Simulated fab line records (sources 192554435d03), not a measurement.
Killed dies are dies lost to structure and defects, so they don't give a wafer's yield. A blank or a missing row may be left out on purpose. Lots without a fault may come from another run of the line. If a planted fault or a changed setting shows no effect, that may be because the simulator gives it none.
fab line records    flow n5Finfet
[record] lots = 15  wafers = 45  lastDay = 19
route steps=1938 shown MOL_CONTACT_COAG@617 BEOL_M0_SAQP@635
lots with no fault: from the same line, run without faults
startH: hours from the record's opening day to when the first of the lot's shown wafers began    waitH: hours since the lot's step before    " same as the row above    L1.1+2: a row that stands for several wafers    - no value, or no start given    * or withheld: withheld    < > ~ a bound
route shown NAME@n: a module of which the file shows steps, and the number in the route of the first    usual: average and standard deviation across the fault-free wafers    same: alike in all rows    chamber/n: place in a boat    sites: the reading at each site    _std_site: the values' standard deviation    _edge_site: mean of outer sites minus mean of inner sites    radiusMm: how far each site lies from the wafer's centre    mask NAME#n: copy n    behind: the last tool/chamber to shape the wafer    hold: cause of the lot's hold/its duration in hours/its outcome    device: transistor that didn't switch, given as n, p or np    end of line: the same wafers' tests at the end of the route    a step given without rows: its recipe and nothing more    killed: count of dies lost to structure and defects at first sort (not the wafer's yield)    map: a wafer's dies, x killed, . not, _ none there
set.NAME: setting as actually run; set.NAME@STEP: the setting as run at that earlier step    model.NAME: the simulator's own value behind a step, which no gauge read
steps of the route over a sample of lots; a table a step, a row a wafer
services: from which hour (startH, from the record's first day; less than 0 if before it) a tool's chamber was out of use, for how many hours, and why
[[steps]]
[step N5_MOL_CONTACT_COAG_ETCH_48]
[recipe] chemistry = C4F6/O2  targetDepthA = 150  overetchA = 45  maskMaterial = SOC  target = SiOC  biasW = 465  pressureMtorr = 10  timeS = 17  sourceW = 335  Ar_flow_sccm = 300  C4F6_flow_sccm = 10  O2_flow_sccm = 10  ionEnergyEv = 576
[usual] drypumpMotorCurrentA = 5.7/0.35  oes_o_777_au = 0.80/0.096  oesProductAu = 0.67/0.085  rfVppV = 1588/11  showerheadPlenumPTorr = 2.83/0.094  throttleValvePct = 40.55/0.29
lot.wafer  tool        chamber  startH  waitH  drypumpMotorCurrentA  oes_o_777_au  oesProductAu  rfHoursCounterH  rfVppV  showerheadPlenumPTorr  throttleValvePct
L793.2     rieDiel-06  2        101.18  0.0    5.7                   0.68          0.57          255              1572    2.79                   40.69
L793.3     "           3        "       "      6.2                   0.71          0.60          201              1570    2.70                   40.73
L793.5     "           1        "       "      5.6                   0.75          0.62          -                1589    2.83                   40.11
L794.3     rieDiel-02  3        107.41  0.0    5.2                   0.76          0.64          157              1596    2.96                   40.30
L794.5     "           2        "       "      5.7                   0.94          0.79          -                1585    2.79                   40.38
L794.6     "           0        "       "      5.9                   0.75          0.63          -                1607    2.95                   40.38
L795.2     rieDiel-06  3        114.42  0.0    6.2                   0.71          0.61          207              1570    2.70                   40.75
L795.4     "           1        "       "      5.6                   0.75          0.66          -                1588    2.83                   40.15
L795.5     "           3        "       "      6.1                   0.71          0.61          -                1569    2.70                   40.75
L796.2     rieDiel-02  0        120.51  0.0    5.9                   0.74          0.57          153              1609    2.95                   40.34
L796.4     "           0        "       "      5.9                   0.75          0.60          -                1606    2.95                   40.36
L796.5     "           3        "       "      5.2                   0.76          0.59          -                1594    2.96                   40.30
L802.1     rieDiel-06  1        154.32  0.0    5.6                   0.73          0.60          170              1588    2.82                   40.12
L802.3     "           0        "       "      5.3                   0.85          0.69          45               1589    3.02                   40.84
L802.6     "           0        "       "      5.3                   0.85          0.70          -                1590    3.02                   40.83
L803.1     rieDiel-01  2        163.10  0.0    5.7                   0.87          0.76          47               1589    2.78                   40.17
L803.3     "           3        "       "      6.4                   0.96          0.84          4                1598    2.81                   40.80
L803.4     "           3        "       "      6.4                   0.97          0.79          -                1597    2.81                   40.79
L805.1     rieDiel-06  2        172.01  0.0    5.7                   0.92          0.80          14               1571    2.78                   40.45
L805.2     "           0        "       "      5.3                   0.85          0.76          51               1589    3.01                   40.85
L805.6     "           2        "       "      5.7                   0.93          0.81          -                1570    2.78                   40.45
L804.3     rieDiel-01  2        174.95  0.0    5.7                   0.86          0.68          53               1588    2.78                   40.17
L804.4     "           3        "       "      6.4                   0.95          0.80          -                1597    2.80                   40.79
L804.6     "           2        "       "      5.7                   0.86          0.70          -                1587    2.78                   40.18
L807.1     rieDiel-01  1        189.69  0.0    5.5                   0.69          0.58          232              1600    2.81                   40.94
L807.3     "           0        "       "      5.2                   1.00          0.81          1                1586    2.79                   40.48
L807.5     "           3        "       "      6.4                   0.94          0.80          -                1596    2.80                   40.82
L808.3     rieDiel-06  0        192.74  0.0    5.3                   0.83          0.70          58               1589    3.01                   40.84
L808.5     "           3        "       "      6.2                   0.69          0.58          -                1568    2.69                   40.76
L808.6     "           0        "       "      5.3                   0.84          0.69          -                1589    3.01                   40.83
L809.1     rieDiel-06  1        197.02  0.0    5.6                   0.72          0.59          177              1585    2.82                   40.12
L809.2     "           2        "       "      5.7                   0.90          0.81          23               1570    2.78                   40.48
L809.4     "           3        "       "      6.1                   0.69          0.55          237              1570    2.69                   40.74
L810.1     rieDiel-02  2        200.04  0.0    5.7                   0.87          0.71          46               1583    2.77                   40.41
L810.2     "           3        "       "      5.2                   0.74          0.59          193              1594    2.95                   40.33
L810.4     "           1        "       "      5.8                   0.87          0.71          25               1579    2.78                   40.49
L814.1     rieDiel-06  3        228.14  0.0    6.2                   0.68          0.60          246              1571    2.69                   40.78
L814.2     "           0        "       "      5.3                   0.81          0.70          70               1588    3.00                   40.87
L814.5     "           1        "       "      5.6                   0.73          0.65          -                1587    2.82                   40.16
L816.2     rieDiel-01  3        240.10  0.0    6.4                   0.90          0.77          33               1596    2.79                   40.82
L816.5     "           0        "       "      5.2                   0.93          0.77          -                1587    2.78                   40.52
L816.6     "           3        "       "      6.4                   0.90          0.76          -                1594    2.79                   40.82
L815.1     rieDiel-02  3        240.51  0.0    5.2                   0.72          0.61          209              1592    2.94                   40.34
L815.5     "           3        "       "      5.2                   0.73          0.56          -                1591    2.94                   40.30
L815.6     "           0        "       "      5.8                   0.73          0.55          -                1606    2.93                   40.38
[step N5_MOL_CONTACT_COAG_INSPECT_97]
[recipe] inspectInstrument = darkfield  mode = postAnneal
[usual] rawDefectCount = 44/18
lot.wafer  tool              chamber  startH  waitH  rawDefectCount
L793.2     defectInspect-02  -        105.30  0.1    40
L793.3     "                 -        "       "      49
L793.5     "                 -        "       "      30
L794.3     defectInspect-02  -        111.54  0.1    48
L794.5     "                 -        "       "      59
L794.6     "                 -        "       "      52
L795.2     defectInspect-01  -        118.54  0.1    39
L795.4     "                 -        "       "      64
L795.5     "                 -        "       "      35
L796.2     defectInspect-01  -        124.62  0.0    57
L796.4     "                 -        "       "      61
L796.5     "                 -        "       "      35
L802.1     defectInspect-02  -        158.42  0.0    21
L802.3     "                 -        "       "      18
L802.6     "                 -        "       "      32
L803.1     defectInspect-01  -        167.51  0.0    53
L803.3     "                 -        "       "      33
L803.4     "                 -        "       "      48
L805.1     defectInspect-02  -        176.09  0.0    116
L805.2     "                 -        "       "      51
L805.6     "                 -        "       "      104
L804.3     defectInspect-01  -        179.15  0.1    23
L804.4     "                 -        "       "      36
L804.6     "                 -        "       "      47
L807.1     defectInspect-02  -        193.82  0.0    66
L807.3     "                 -        "       "      27
L807.5     "                 -        "       "      64
L808.3     defectInspect-02  -        196.86  0.1    24
L808.5     "                 -        "       "      36
L808.6     "                 -        "       "      44
L809.1     defectInspect-02  -        201.10  0.0    46
L809.2     "                 -        "       "      53
L809.4     "                 -        "       "      36
L810.1     defectInspect-02  -        204.13  0.0    63
L810.2     "                 -        "       "      45
L810.4     "                 -        "       "      58
L814.1     defectInspect-02  -        232.22  0.0    41
L814.2     "                 -        "       "      31
L814.5     "                 -        "       "      28
L816.2     defectInspect-02  -        244.25  0.1    59
L816.5     "                 -        "       "      62
L816.6     "                 -        "       "      51
L815.1     defectInspect-02  -        247.22  0.0    43
L815.5     "                 -        "       "      40
L815.6     "                 -        "       "      38
[step N5_BEOL_M0_SAQP_PECVD_03]
[recipe] material = SiCN  targetThkA = 120  tempC = withheld  precursor = 3MS/NH3  pressureTorr = 3  rfW = 202  timeS = 21.1
[usual] chamberPressureTorr = 3.000/0.008  rfFwdPowerW = 198.8/1.1  showerheadPlenumPTorr = 3.658/0.015  throttleValvePct = 9.1/0.59
lot.wafer  tool      chamber  startH  waitH  chamberPressureTorr  rfFwdPowerW  showerheadPlenumPTorr  throttleValvePct
L793.2     pecvd-02  0        106.02  0.1    3.003                198.4        3.658                  8.6
L793.3     "         1        "       "      3.014                200.5        3.636                  8.9
L793.5     "         1        "       "      3.017                200.0        3.656                  8.7
L794.3     pecvd-04  2        112.04  0.1    3.012                199.1        3.679                  8.4
L794.5     "         2        "       "      3.010                199.2        3.685                  8.3
L794.6     "         0        "       "      3.003                196.4        3.670                  10.3
L795.2     pecvd-01  2        120.98  0.1    2.996                197.6        3.641                  8.9
L795.4     "         1        "       "      3.008                198.8        3.668                  9.9
L795.5     "         0        "       "      2.991                198.5        3.633                  10.1
L796.2     pecvd-02  2        126.88  0.1    3.011                199.6        3.658                  9.0
L796.4     "         2        "       "      3.005                199.2        3.672                  9.1
L796.5     "         1        "       "      3.002                201.0        3.647                  9.2
L802.1     pecvd-02  0        162.34  0.1    3.002                198.3        3.666                  8.5
L802.3     "         1        "       "      3.009                201.1        3.657                  9.2
L802.6     "         0        "       "      2.991                198.3        3.661                  8.8
L803.1     pecvd-02  2        168.84  0.1    3.000                199.0        3.660                  9.2
L803.3     "         1        "       "      2.995                200.1        3.659                  9.2
L803.4     "         1        "       "      2.994                200.1        3.646                  8.9
L805.1     pecvd-01  1        177.68  0.1    3.001                197.4        3.661                  10.0
L805.2     "         0        "       "      3.005                199.3        3.642                  10.2
L805.6     "         1        "       "      3.001                198.0        3.662                  10.0
L804.3     pecvd-04  2        180.09  0.1    3.004                198.8        3.677                  8.6
L804.4     "         1        "       "      3.005                199.8        3.633                  8.6
L804.6     "         2        "       "      3.010                198.5        3.676                  8.2
L807.1     pecvd-02  1        194.35  0.1    2.980                200.8        3.643                  8.8
L807.3     "         0        "       "      2.997                198.7        3.672                  8.6
L807.5     "         0        "       "      2.999                198.4        3.673                  8.7
L808.3     pecvd-02  0        199.30  0.1    2.999                200.0        3.668                  8.9
L808.5     "         2        "       "      3.004                199.4        3.669                  9.1
L808.6     "         0        "       "      2.995                199.5        3.661                  8.6
L809.1     pecvd-04  2        201.68  0.1    3.004                198.1        3.688                  8.2
L809.2     "         0        "       "      2.999                195.6        3.671                  10.1
L809.4     "         1        "       "      3.004                199.1        3.638                  8.6
L810.1     pecvd-01  1        204.87  0.1    2.991                198.3        3.646                  10.1
L810.2     "         2        "       "      2.984                197.5        3.647                  9.0
L810.4     "         1        "       "      3.005                198.3        3.656                  9.9
L814.1     pecvd-04  0        234.22  0.1    2.989                198.1        3.676                  10.0
L814.2     "         2        "       "      3.001                198.9        3.670                  8.3
L814.5     "         1        "       "      3.010                197.6        3.646                  8.6
L816.2     pecvd-02  2        245.35  0.1    2.991                198.1        3.654                  8.9
L816.5     "         0        "       "      3.003                197.9        3.673                  8.9
L816.6     "         2        "       "      3.013                199.2        3.668                  9.2
L815.1     pecvd-01  1        248.52  0.1    2.988                198.0        3.662                  9.5
L815.5     "         2        "       "      2.992                198.4        3.635                  8.7
L815.6     "         0        "       "      3.009                200.2        3.636                  10.3
[step N5_BEOL_M0_SAQP_PECVD_96]
[recipe] material = a-Si  targetThkA = 450  tempC = 350  precursor = SiH4/He  pressureTorr = 3  rfW = 100  timeS = 45.2
[usual] chamberPressureTorr = 3.000/0.0065  heaterPowerOuterW = 347/46  heaterPowerW = 576/72  showerheadPlenumPTorr = 5.64/0.055  throttleValvePct = 18.3/1.1
lot.wafer  tool      chamber  startH  waitH  chamberPressureTorr  heaterPowerOuterW  heaterPowerW  showerheadPlenumPTorr  throttleValvePct
L793.2     pecvd-02  0        106.05  0.0    3.001                369                578           5.68                   17.7
L793.3     "         1        "       "      3.004                383                680           5.62                   17.8
L793.5     "         1        "       "      3.012                385                656           5.61                   17.8
L794.3     pecvd-04  2        112.09  0.0    2.992                365                605           5.72                   16.9
L794.5     "         2        "       "      2.991                372                595           5.72                   16.8
L794.6     "         0        "       "      3.000                333                526           5.69                   20.1
L795.2     pecvd-01  2        121.01  0.0    3.007                315                530           5.54                   18.0
L795.4     "         1        "       "      3.003                368                592           5.64                   19.8
L795.5     "         0        "       "      2.998                360                567           5.56                   20.7
L796.2     pecvd-02  2        126.91  0.0    3.000                304                529           5.66                   17.8
L796.4     "         2        "       "      2.986                299                506           5.65                   17.9
L796.5     "         1        "       "      3.003                377                651           5.61                   17.6
L802.1     pecvd-02  0        162.37  0.0    3.005                329                547           5.68                   17.9
L802.3     "         1        "       "      3.004                388                651           5.61                   17.7
L802.6     "         0        "       "      3.003                336                533           5.68                   17.5
L803.1     pecvd-02  2        168.87  0.0    2.998                292                502           5.66                   17.9
L803.3     "         1        "       "      2.994                440                750           5.61                   18.1
L803.4     "         1        "       "      3.007                445                755           5.61                   17.8
L805.1     pecvd-01  1        177.71  0.0    3.003                312                511           5.64                   20.2
L805.2     "         0        "       "      2.999                393                638           5.56                   20.4
L805.6     "         1        "       "      3.003                312                522           5.63                   19.8
L804.3     pecvd-04  2        180.12  0.0    2.992                366                616           5.72                   16.8
L804.4     "         1        "       "      3.008                363                602           5.56                   17.3
L804.6     "         2        "       "      3.002                364                616           5.72                   16.6
L807.1     pecvd-02  1        194.38  0.0    3.006                425                735           5.59                   17.7
L807.3     "         0        "       "      3.012                387                619           5.69                   17.7
L807.5     "         0        "       "      3.004                390                629           5.67                   17.7
L808.3     pecvd-02  0        199.33  0.0    -                    -                  -             -                      -
L808.5     "         2        "       "      -                    -                  -             -                      -
L808.6     "         0        "       "      -                    -                  -             -                      -
L809.1     pecvd-04  2        201.71  0.0    -                    -                  -             -                      -
L809.2     "         0        "       "      -                    -                  -             -                      -
L809.4     "         1        "       "      -                    -                  -             -                      -
L810.1     pecvd-01  1        204.90  0.0    -                    -                  -             -                      -
L810.2     "         2        "       "      -                    -                  -             -                      -
L810.4     "         1        "       "      -                    -                  -             -                      -
L814.1     pecvd-04  0        234.25  0.0    3.008                333                538           5.71                   20.2
L814.2     "         2        "       "      3.004                364                624           5.71                   16.8
L814.5     "         1        "       "      2.986                335                552           5.55                   17.4
L816.2     pecvd-02  2        245.39  0.0    2.998                281                486           5.67                   18.4
L816.5     "         0        "       "      2.993                365                593           5.68                   17.8
L816.6     "         2        "       "      3.002                286                484           5.67                   18.3
L815.1     pecvd-01  1        248.55  0.0    2.993                359                597           5.64                   19.7
L815.5     "         2        "       "      3.001                260                465           5.56                   17.8
L815.6     "         0        "       "      2.999                424                658           5.56                   20.8
[step N5_BEOL_M0_SAQP_MANDREL_ETCH_103]
[recipe] chemistry = HBr/Cl2  target = a-Si  targetDepthA = 450  btTimeS = 10  stopOn = SiCN  maskMaterial = SiO2  overEtchFrac = 0.8  timeS = 27  pressureMtorr = 10  icpW = 800  biasW = 75  HBr_flow_sccm = 150  Cl2_flow_sccm = 80  ends = endPoint
[usual] HBr_flow_sccm = 150.0/0.39  drypumpMotorCurrentA = 5.6/0.4  oesProductAu = 0.690/0.012  throttleValvePct = 35.64/0.17
lot.wafer  tool      chamber  startH  waitH  HBr_flow_sccm  drypumpMotorCurrentA  oesProductAu  rfHoursCounterH  throttleValvePct
L793.2     rieSi-02  0        108.95  0.0    150.0          6.3                   0.674         40               35.95
L793.3     "         2        "       "      150.4          5.8                   0.698         46               35.24
L793.5     "         0        "       "      150.0          6.3                   0.692         -                35.91
L794.3     rieSi-05  3        114.68  0.0    149.3          5.3                   0.703         104              35.64
L794.5     "         3        "       "      150.0          5.3                   0.707         -                35.62
L794.6     "         0        "       "      149.2          5.7                   0.676         -                35.72
L795.2     rieSi-02  0        123.53  0.0    150.0          6.4                   0.678         40               35.91
L795.4     "         1        "       "      150.3          5.3                   0.676         8                35.60
L795.5     "         2        "       "      149.8          5.7                   0.701         -                35.24
L796.2     rieSi-05  1        129.29  0.0    150.0          6.6                   0.687         70               35.51
L796.4     "         0        "       "      150.2          5.8                   0.670         2                35.70
L796.5     "         3        "       "      150.1          5.3                   0.700         -                35.66
L802.1     rieSi-05  2        164.77  0.0    149.5          5.4                   0.691         17               35.77
L802.3     "         3        "       "      150.3          5.3                   0.693         106              35.67
L802.6     "         0        "       "      149.8          5.8                   0.671         -                35.71
L803.1     rieSi-04  2        171.36  0.0    150.0          5.6                   0.688         81               35.45
L803.3     "         0        "       "      149.1          5.6                   0.708         8                35.51
L803.4     "         3        "       "      150.7          5.4                   0.677         58               35.73
L805.1     rieSi-02  3        180.23  0.0    149.7          5.5                   0.704         2                35.63
L805.2     "         1        "       "      149.5          5.3                   0.671         9                35.61
L805.6     "         0        "       "      149.9          6.3                   0.683         -                35.89
L804.3     rieSi-02  2        186.60  0.0    149.5          5.8                   0.700         48               35.26
L804.4     "         3        "       "      150.1          5.5                   0.712         2                35.64
L804.6     "         0        "       "      150.4          6.4                   0.688         -                35.92
L807.1     rieSi-04  0        197.01  0.0    150.4          5.6                   0.706         9                35.50
L807.3     "         1        "       "      149.9          5.1                   0.675         141              35.88
L807.5     "         1        "       "      150.3          5.1                   0.681         -                35.86
L808.3     rieSi-04  2        201.92  0.0    150.1          5.6                   0.289         82               36.33
L808.5     "         2        "       "      150.5          5.6                   0.288         -                36.34
L808.6     "         1        "       "      150.0          5.1                   0.294         -                36.75
L809.1     rieSi-02  1        205.17  0.0    150.0          5.3                   0.280         9                36.53
L809.2     "         2        "       "      150.8          5.8                   0.290         48               36.14
L809.4     "         3        "       "      150.3          5.5                   0.296         2                36.56
L810.1     rieSi-05  1        207.72  0.0    150.6          6.6                   0.295         71               36.38
L810.2     "         0        "       "      149.9          5.7                   0.276         4                36.61
L810.4     "         2        "       "      150.2          5.4                   0.291         18               36.69
L814.1     rieSi-04  0        236.88  0.0    150.5          5.6                   0.697         9                35.54
L814.2     "         1        "       "      149.9          5.1                   0.680         142              35.86
L814.5     "         0        "       "      150.2          5.6                   0.706         -                35.53
L816.2     rieSi-05  1        248.24  0.0    149.8          6.6                   0.686         72               35.48
L816.5     "         2        "       "      150.4          5.4                   0.690         -                35.78
L816.6     "         3        "       "      150.4          5.3                   0.699         -                35.64
L815.1     rieSi-02  3        252.48  0.0    150.8          5.5                   0.702         3                35.63
L815.5     "         2        "       "      150.0          5.8                   0.710         -                35.23
L815.6     "         3        "       "      150.6          5.5                   0.701         -                35.66
[step N5_BEOL_M0_SAQP_CD_MEAS_29]
[recipe] targetCdNm = 14.4  landingEnergyEv = 1000  detector = seInlens
[usual] cdNm = 15.02/0.23
[same] landingEnergyEv = 1000
lot.wafer  tool      chamber  startH  waitH  cdNm
L793.2     cdSem-02  0        110.60  0.1    15.31
L793.3     "         0        "       "      15.05
L793.5     "         0        "       "      15.33
L794.3     cdSem-02  0        116.63  0.1    14.90
L794.5     "         0        "       "      14.96
L794.6     "         0        "       "      14.97
L795.2     cdSem-02  0        125.23  0.1    15.02
L795.4     "         0        "       "      14.91
L795.5     "         0        "       "      14.55
L796.2     cdSem-02  0        130.87  0.1    15.02
L796.4     "         0        "       "      15.04
L796.5     "         0        "       "      14.96
L802.1     cdSem-01  0        166.35  0.1    14.95
L802.3     "         0        "       "      14.81
L802.6     "         0        "       "      15.16
L803.1     cdSem-03  0        173.28  0.1    15.13
L803.3     "         0        "       "      15.10
L803.4     "         0        "       "      14.90
L805.1     cdSem-02  0        185.34  0.1    14.76
L805.2     "         0        "       "      14.91
L805.6     "         0        "       "      14.68
L804.3     cdSem-03  0        188.41  0.1    14.98
L804.4     "         0        "       "      14.61
L804.6     "         0        "       "      14.52
L807.1     cdSem-03  0        198.59  0.1    14.88
L807.3     "         0        "       "      14.95
L807.5     "         0        "       "      14.97
L808.3     cdSem-03  0        204.54  0.1    -
L808.5     "         0        "       "      -
L808.6     "         0        "       "      -
L809.1     cdSem-01  0        206.75  0.1    -
L809.2     "         0        "       "      -
L809.4     "         0        "       "      -
L810.1     cdSem-01  0        209.52  0.1    -
L810.2     "         0        "       "      -
L810.4     "         0        "       "      -
L814.1     cdSem-01  0        239.15  0.1    15.29
L814.2     "         0        "       "      14.66
L814.5     "         0        "       "      15.21
L816.2     cdSem-01  0        250.04  0.1    15.13
L816.5     "         0        "       "      15.21
L816.6     "         0        "       "      14.64
L815.1     cdSem-03  0        255.00  0.1    14.84
L815.5     "         0        "       "      15.24
L815.6     "         0        "       "      15.24
[[services]]
tool        chamber  startH  hours  kind
rieSi-04    2        78.74   1.4    repair
rieSi-02    2        89.45   3.8    repair
pecvd-01    1        90.44   5.9    repair
rieSi-04    -        108.13  15.6   pm
rieDiel-06  2        112.37  4.9    repair
rieSi-05    2        114.82  13.6   repair
rieDiel-01  0        119.86  2.2    repair
rieSi-05    0        132.67  14.3   repair
rieSi-05    1        141.10  22.8   repair
rieSi-02    2        152.67  12.2   repair
rieSi-04    3        156.12  8.1    repair
rieDiel-06  1        164.44  9.9    repair
rieDiel-01  3        177.60  5.2    repair
pecvd-02    -        181.53  0.9    repair
rieDiel-06  1        183.55  8.8    repair
pecvd-01    -        189.49  2.2    repair
rieSi-05    -        198.97  4.0    pm
rieDiel-02  0        212.15  22.1   repair
rieDiel-06  3        215.95  2.9    repair
pecvd-01    0        217.93  1.7    repair
pecvd-02    -        229.79  2.9    repair
pecvd-02    1        242.70  -      clean
rieSi-02    -        244.76  0.2    repair
pecvd-04    -        247.94  0.7    repair
[[key]]
[firstSign] step = N5_BEOL_M0_SAQP_PECVD_96  reading = toolRecord  direction = missing
[effect] step = N5_BEOL_M0_SAQP_MANDREL_ETCH_103  reading = oesProductAu  direction = down  sigmas = 33  usual = 0.690  struck = 0.289
[effect] step = N5_BEOL_M0_SAQP_CD_MEAS_29  reading = cdNm  direction = missing
metAt N5_BEOL_M0_SAQP_PECVD_96
struckLots L808,L809,L810
laterRowsLeftOut L808.3,L808.5,L808.6,L809.1,L809.2,L809.4,L810.1,L810.2,L810.4
sortLeftOut L808.3,L808.5,L808.6,L809.1,L809.2,L809.4,L810.1,L810.2,L810.4
notActingAt N5_MOL_CONTACT_COAG_ETCH_48,N5_MOL_CONTACT_COAG_INSPECT_97,N5_BEOL_M0_SAQP_PECVD_03
onsetBetween 194.38 199.33
[fault] kind = skippedStepWhole  tool = pecvd-01,pecvd-02,pecvd-04  chamber = -  onsetH = 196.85  steps = N5_BEOL_M0_SAQP_PECVD_96  scope = struckLotsOnly
// sortLeftOut: the simulated sort isn't trusted on such a fault, so these wafers' sort isn't shown, and their yield isn't known
// laterRowsLeftOut: the simulator's readings of these wafers behind a module that went badly wrong aren't trusted and aren't shown, but for the sort
